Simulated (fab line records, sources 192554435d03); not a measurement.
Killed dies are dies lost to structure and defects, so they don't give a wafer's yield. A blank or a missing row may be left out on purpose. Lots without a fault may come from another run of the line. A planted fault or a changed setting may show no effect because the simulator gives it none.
fab line records | flow n5_finfet
record lots=10 wafers=30 last_day=17
route steps=1938 shown BEOL_M10@1490 PASSIVATION@1936
lots that met no fault: from a run of the same line without faults
start_h: hours from the record's first day to the start of the lot's first wafer shown | wait_h: hours since the lot's step before | " the same as in the row above | L1.1+2: a row that stands for several wafers | - no value, or no start given | * or withheld: withheld | < > ~ a bound
route shown NAME@n: a module of which the file shows steps, and the number in the route of the first | usual: mean/standard deviation of fault-free wafers | same: alike in all rows | chamber/n: place in a boat | sites: the reading at each site | _std_site: their standard deviation | _edge_site: outer sites' mean less inner sites' | radius_mm: how far each site lies from the wafer's centre | mask NAME#n: copy n | behind: the tool/chamber that last shaped the wafer | hold: why the lot was held/for how many hours/how that ended | device: the transistor (n, p or np) that didn't switch | end of line: the same wafers' tests at the end of the route | a step without rows: its recipe alone | killed: dies lost to structure and defects at the first sort, not the wafer's yield | map: a wafer's dies, x killed, . not, _ none there
set.NAME: the setting as run; set.NAME@STEP: as run at that earlier step | model.NAME: the simulator's own value behind a step, which no gauge read
steps of the route over a sample of lots; a table a step, a row a wafer
services: from which hour (start_h, from the record's first day; less than 0 if before it) a tool's chamber was out of use, for how many hours, and why
## steps
# step N5_BEOL_M10_STRIP_67
# recipe chemistry=CF4 resist=SiARC power_w=300 bias_power_w=75 pressure_mtorr=50 cf4_flow_sccm=150 rf_frequency_hz=6e+07
# usual drypump_motor_current_A=5.7/0.44 oes_product_au=0.79/0.09 rf_vpp_V=271.3/1.8 showerhead_plenum_p_Torr=1.80/0.069 throttle_valve_pct=13.58/0.29
# columns lot.wafer tool chamber start_h wait_h drypump_motor_current_A oes_product_au rf_hours_counter_h rf_vpp_V showerhead_plenum_p_Torr throttle_valve_pct
L372.1 rie_diel-01 1 212.51 0.0 6.1 0.71 208 272.8 1.80 13.99
L372.3 " 3 " " 5.3 0.71 230 271.0 1.77 13.65
L372.6 " 0 " " 5.4 0.79 - 270.6 1.80 13.34
L377.1 rie_diel-05 1 254.82 0.0 6.6 0.91 38 273.3 1.91 13.60
L377.3 " 2 " " 5.5 0.93 10 272.0 1.90 13.14
L377.5 " 3 " " 5.1 0.70 - 271.0 1.77 13.73
L383.2 rie_diel-06 1 280.38 0.0 5.7 0.89 19 270.7 1.78 13.51
L383.5 " 3 " " 5.7 0.75 - 272.1 1.87 13.77
L383.6 " 0 " " 6.0 0.74 - 271.9 1.85 13.62
L384.1 rie_diel-05 3 295.25 0.0 5.1 0.70 249 270.3 1.77 13.79
L384.2 " 0 " " 5.3 0.72 199 267.4 1.64 13.89
L384.5 " 3 " " 5.1 0.70 - 270.4 1.77 13.78
L385.2 rie_diel-01 3 299.28 0.0 5.3 0.94 6 270.0 1.76 13.15
L385.4 " 2 " " 6.4 0.91 18 273.2 1.82 13.16
L385.6 " 1 " " 6.1 0.69 - 270.4 1.79 14.08
L387.2 rie_diel-01 0 303.02 0.0 5.5 0.75 131 269.9 1.79 13.44
L387.4 " 3 " " 5.3 0.94 7 270.6 1.76 13.16
L387.6 " 3 " " 5.3 0.94 - 271.8 1.76 13.17
L386.1 rie_diel-01 2 305.21 0.0 6.4 0.91 20 272.3 1.82 13.18
L386.5 " 2 " " 6.3 0.90 - 270.8 1.82 13.17
L386.6 " 1 " " 6.1 0.69 - 270.9 1.79 14.07
L388.1 rie_diel-05 2 315.18 0.0 5.5 0.87 34 272.6 1.89 13.19
L388.2 " 1 " " 6.6 0.88 61 274.1 1.90 13.66
L388.6 " 1 " " 6.6 0.87 - 273.6 1.90 13.64
L390.1 rie_diel-06 0 325.06 0.0 6.0 0.72 199 272.2 1.84 13.68
L390.2 " 3 " " 5.7 0.75 178 272.9 1.87 13.80
L390.4 " 2 " " 5.6 0.97 5 274.8 1.91 13.22
L394.1 rie_diel-06 1 366.72 0.0 5.7 0.85 48 269.5 1.77 13.56
L394.4 " 0 " " 6.0 0.73 213 272.8 1.84 13.72
L394.5 " 1 " " 5.8 0.83 - 271.2 1.77 13.55
# step N5_BEOL_M10_EXPOSE_25
# recipe mask_id=V9 na=1.35 source_shape=annular sigma_inner=0.5 sigma_outer=0.8 polarization=unpolarized dose_mj=85.5
# usual exposure_dose_mJ_cm2=85.44/0.09 focus_offset_nm=0.1/0.5
# columns lot.wafer tool chamber start_h wait_h mask exposure_dose_mJ_cm2 focus_offset_nm
L372.1 arfi_scanner-03 0 216.23 - V9#0 85.62 -0.9
L372.3 " 0 " " V9#0 85.43 -0.3
L372.6 " 0 " " V9#0 85.52 -1.2
L377.1 arfi_scanner-02 0 255.32 - V9#0 85.52 0.8
L377.3 " 0 " " V9#0 85.37 -0.3
L377.5 " 0 " " V9#0 85.49 0.0
L383.2 arfi_scanner-02 0 282.72 - V9#0 90.91 0.3
L383.5 " 0 " " V9#0 90.94 -0.5
L383.6 " 0 " " V9#0 90.96 0.2
L384.1 arfi_scanner-02 0 296.28 - V9#0 89.81 0.1
L384.2 " 0 " " V9#0 89.72 0.9
L384.5 " 0 " " V9#0 89.76 -0.2
L385.2 arfi_scanner-03 0 299.80 - V9#0 85.52 0.6
L385.4 " 0 " " V9#0 85.53 0.1
L385.6 " 0 " " V9#0 85.44 0.2
L387.2 arfi_scanner-03 0 303.40 - V9#0 85.57 0.0
L387.4 " 0 " " V9#0 85.51 -0.3
L387.6 " 0 " " V9#0 85.51 -0.2
L386.1 arfi_scanner-03 0 308.12 - V9#0 85.48 -0.1
L386.5 " 0 " " V9#0 85.52 0.8
L386.6 " 0 " " V9#0 85.52 0.2
L388.1 arfi_scanner-01 0 317.86 - V9#0 85.33 0.2
L388.2 " 0 " " V9#0 85.39 0.8
L388.6 " 0 " " V9#0 85.53 0.4
L390.1 arfi_scanner-03 0 327.17 - V9#0 85.65 -0.5
L390.2 " 0 " " V9#0 85.42 0.4
L390.4 " 0 " " V9#0 85.45 -1.1
L394.1 arfi_scanner-03 0 369.25 - V9#0 85.36 -0.7
L394.4 " 0 " " V9#0 85.34 -0.7
L394.5 " 0 " " V9#0 85.29 -0.4
# step N5_BEOL_M10_CD_MEAS_28
# recipe target_cd_nm=70 landing_energy_ev=500 detector=se_inlens polarity=opening
# usual cd_nm=70.4/0.9
# columns lot.wafer tool chamber start_h wait_h cd_nm
L372.1 cd_sem-03 0 216.37 - 71.4
L372.3 " 0 " " 70.4
L372.6 " 0 " " 70.8
L377.1 cd_sem-03 0 255.45 - 70.3
L377.3 " 0 " " 70.8
L377.5 " 0 " " 70.3
L383.2 cd_sem-01 0 282.84 - 73.6
L383.5 " 0 " " 74.5
L383.6 " 0 " " 75.0
L384.1 cd_sem-03 0 296.42 - 75.0
L384.2 " 0 " " 75.1
L384.5 " 0 " " 74.0
L385.2 cd_sem-03 0 299.92 - 70.8
L385.4 " 0 " " 70.7
L385.6 " 0 " " 70.0
L387.2 cd_sem-03 0 303.53 - 70.3
L387.4 " 0 " " 69.0
L387.6 " 0 " " 71.7
L386.1 cd_sem-03 0 308.25 - 70.5
L386.5 " 0 " " 68.6
L386.6 " 0 " " 70.3
L388.1 cd_sem-01 0 318.00 - 70.3
L388.2 " 0 " " 69.9
L388.6 " 0 " " 69.6
L390.1 cd_sem-03 0 327.30 - 70.3
L390.2 " 0 " " 69.8
L390.4 " 0 " " 69.5
L394.1 cd_sem-01 0 369.38 - 70.9
L394.4 " 0 " " 72.2
L394.5 " 0 " " 70.4
# step N5_BEOL_M10_INSPECT_30
# recipe mode=adi inspect_instrument=brightfield
# usual raw_defect_count=402/81
# columns lot.wafer tool chamber start_h wait_h raw_defect_count
L372.1 defect_inspect-02 - 216.42 0.0 457
L372.3 " - " " 409
L372.6 " - " " 374
L377.1 defect_inspect-01 - 255.51 0.0 259
L377.3 " - " " 532
L377.5 " - " " 486
L383.2 defect_inspect-01 - 282.90 0.0 506
L383.5 " - " " 281
L383.6 " - " " 399
L384.1 defect_inspect-02 - 296.47 0.0 545
L384.2 " - " " 516
L384.5 " - " " 580
L385.2 defect_inspect-01 - 299.98 0.0 475
L385.4 " - " " 454
L385.6 " - " " 368
L387.2 defect_inspect-01 - 303.58 0.0 302
L387.4 " - " " 326
L387.6 " - " " 382
L386.1 defect_inspect-02 - 308.30 0.0 438
L386.5 " - " " 430
L386.6 " - " " 431
L388.1 defect_inspect-02 - 318.05 0.0 487
L388.2 " - " " 560
L388.6 " - " " 356
L390.1 defect_inspect-02 - 327.36 0.0 430
L390.2 " - " " 437
L390.4 " - " " 288
L394.1 defect_inspect-02 - 369.43 0.0 438
L394.4 " - " " 589
L394.5 " - " " 509
# step N5_BEOL_M10_VIA_ETCH_34
# recipe chemistry=C4F6/O2 target=SiCOH_lowk target_depth_a=1845 mask_material=SOC taper_deg=4 time_s=69.2 ion_energy_ev=250 pressure_mtorr=30 source_w=345 bias_w=185 Ar_flow_sccm=300 C4F6_flow_sccm=10 O2_flow_sccm=10
# usual drypump_motor_current_A=5.7/0.44 oes_ar_750_au=0.80/0.096 oes_product_au=0.79/0.1 rf_vpp_V=664/12 showerhead_plenum_p_Torr=2.86/0.12 throttle_valve_pct=20.90/0.22
# same time_s=69.2
# columns lot.wafer tool chamber start_h wait_h drypump_motor_current_A oes_ar_750_au oes_product_au rf_hours_counter_h rf_vpp_V showerhead_plenum_p_Torr throttle_valve_pct
L372.1 rie_diel-01 1 216.66 0.0 6.1 0.71 0.69 209 647 2.81 21.08
L372.3 " 2 " " 6.3 0.68 0.67 244 666 2.91 20.87
L372.6 " 3 " " 5.3 0.71 0.70 - 671 2.82 20.93
L377.1 rie_diel-05 1 255.85 0.0 6.6 0.91 0.91 38 659 3.04 21.10
L377.3 " 3 " " 5.1 0.71 0.70 235 649 2.83 21.05
L377.5 " 3 " " 5.1 0.70 0.69 - 649 2.82 21.06
L383.2 rie_diel-05 0 283.44 0.0 5.3 0.72 0.72 195 657 2.61 21.20
L383.5 " 2 " " 5.4 0.91 0.91 - 687 3.04 20.65
L383.6 " 1 " " 6.6 0.89 0.89 - 660 3.03 21.11
L384.1 rie_diel-01 0 296.71 0.0 5.5 0.75 0.73 129 661 2.85 20.77
L384.2 " 1 " " 6.1 0.69 0.67 242 646 2.80 21.13
L384.5 " 1 " " 6.1 0.69 0.67 - 647 2.80 21.14
L385.2 rie_diel-01 1 300.34 0.0 6.1 0.69 0.66 244 647 2.80 21.14
L385.4 " 3 " " 5.3 0.95 0.94 6 670 2.81 20.60
L385.6 " 3 " " 5.3 0.95 0.95 - 669 2.81 20.61
L387.2 rie_diel-01 0 303.82 0.0 5.5 0.74 0.75 131 661 2.85 20.76
L387.4 " 3 " " 5.3 0.94 0.95 7 670 2.81 20.62
L387.6 " 1 " " 6.1 0.68 0.67 - 646 2.80 21.14
L386.1 rie_diel-06 1 308.54 0.0 5.7 0.89 0.89 28 666 2.81 20.95
L386.5 " 0 " " 6.0 0.72 0.71 - 659 2.93 20.93
L386.6 " 1 " " 5.7 0.88 0.88 - 666 2.81 20.95
L388.1 rie_diel-06 2 318.29 0.0 5.6 0.99 1.00 2 678 3.01 20.47
L388.2 " 1 " " 5.8 0.89 0.87 31 668 2.81 20.94
L388.6 " 2 " " 5.6 1.01 1.00 - 678 3.01 20.48
L390.1 rie_diel-01 2 327.60 0.0 6.4 0.90 0.89 28 664 2.89 20.52
L390.2 " 0 " " 5.5 0.74 0.73 140 661 2.85 20.77
L390.4 " 3 " " 5.3 0.92 0.92 - 670 2.80 20.63
L394.1 rie_diel-05 0 369.68 0.0 5.3 0.70 0.70 228 656 2.60 21.27
L394.4 " 0 " " 5.3 0.71 0.69 - 655 2.60 21.26
L394.5 " 1 " " 6.6 0.85 0.86 - 659 3.02 21.16
# step N5_PASSIVATION_PROBE_49
# usual defect_limited_yield=90.9/1.5 killed_at_M0_to_M3=35/10 killed_at_M4_up=14/5.2 killed_at_contacts=13/7.3 killed_at_front_end=42/12 killed_at_other=3.4/2.5 killed_dies=108/18 killed_open=70/13 killed_short=35/8 sort_bin_5_function=5.4/1 sort_bin_6_memory=3.4/0.71 sort_bin_8_speed=0.00/0.0099 sort_n_pass=1072/18 sort_yield_pct=90.9/1.5
# same gross_dies=1180 killed_at_back_side=0 sort_bin_4_leakage[%]=0
# columns lot.wafer tool chamber start_h wait_h defect_limited_yield[%] killed_at_M0_to_M3 killed_at_M4_up killed_at_contacts killed_at_front_end killed_at_other killed_dies killed_open killed_short sort_bin_5_function[%] sort_bin_6_memory[%] sort_bin_8_speed[%] sort_n_pass sort_yield_pct[%]
L384.1 prober-01 - 346.29 0.0 90.9 33 33 6 30 5 107 73 22 4.6 3.6 0 1073 90.9
L384.2 prober-01 - 346.34 0.1 89.7 48 23 12 34 4 121 67 52 5.7 4.0 0 1059 89.7
# killed by level:class
L384.1 BEOL_M4:geometric_particle:open=14 STI_FIN_REVEAL:geometric_particle:open=7 BEOL_M1:geometric_particle:open=6 BEOL_M3:geometric_particle:open=6 DUMMY_GATE:geometric_particle:open=5 MOL_CONTACT_COAG:geometric_particle:open=5 BEOL_M0_SAQP:geometric_particle:short=5 BEOL_M2:geometric_particle:open=5
L384.2 BEOL_M3:geometric_particle:open=13 BEOL_M4:geometric_particle:open=12 FIN_SAQP:geometric_particle:short=11 MOL_CONTACT_COAG:geometric_particle:open=8 BEOL_M0_SAQP:geometric_particle:short=7 BEOL_M4:geometric_particle:short=6 BEOL_M0:geometric_particle:short=6 BEOL_M1:geometric_particle:open=6
## services
# columns tool chamber start_h hours kind
arfi_scanner-03 - 189.72 12.9 repair
arfi_scanner-02 - 214.74 3.7 repair
arfi_scanner-01 - 217.48 1.0 pm
arfi_scanner-02 - 218.90 6.0 pm
rie_diel-05 1 221.26 6.6 repair
arfi_scanner-01 - 224.61 0.8 repair
arfi_scanner-02 - 226.40 0.2 repair
arfi_scanner-03 - 231.05 0.8 pm
arfi_scanner-03 - 234.91 0.9 repair
arfi_scanner-03 - 240.26 4.5 repair
arfi_scanner-01 - 244.63 1.3 pm
arfi_scanner-03 - 248.18 4.9 pm
arfi_scanner-02 - 249.58 1.3 pm
rie_diel-01 2 252.91 7.8 repair
arfi_scanner-02 - 264.80 1.0 pm
arfi_scanner-03 - 265.01 1.0 pm
arfi_scanner-02 - 298.35 0.8 pm
arfi_scanner-03 - 308.74 1.3 pm
rie_diel-06 3 309.61 11.3 repair
arfi_scanner-01 - 320.41 0.8 pm
arfi_scanner-02 - 322.30 3.4 repair
rie_diel-01 3 331.39 3.3 repair
rie_diel-06 2 357.44 6.5 repair
rie_diel-05 3 367.90 10.7 repair
## key
first_sign step=N5_BEOL_M10_EXPOSE_25 reading=exposure_dose_mJ_cm2 direction=up sigmas=54 usual=85.44 struck=90.35
effect step=N5_BEOL_M10_CD_MEAS_28 reading=cd_nm direction=up sigmas=4.6 usual=70.4 struck=74.5 through=control_loop
met_at N5_BEOL_M10_EXPOSE_25
struck_lots L383,L384
loop_trim step=N5_BEOL_M10_EXPOSE_25 setting=dose lots=L384
not_acting_at N5_BEOL_M10_STRIP_67,N5_BEOL_M10_INSPECT_30,N5_BEOL_M10_VIA_ETCH_34
onset_between 255.32 282.72
fault kind=process_parameter_drift tool=arfi_scanner-02 chamber=- onset_h=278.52 steps=N5_BEOL_M10_EXPOSE_25 channel=dose_mj offset=5.4355 shape=step acts_in=these_recipes_only stated=85.5
# loop_trim: a control loop set the setting to another value than it would have without faults
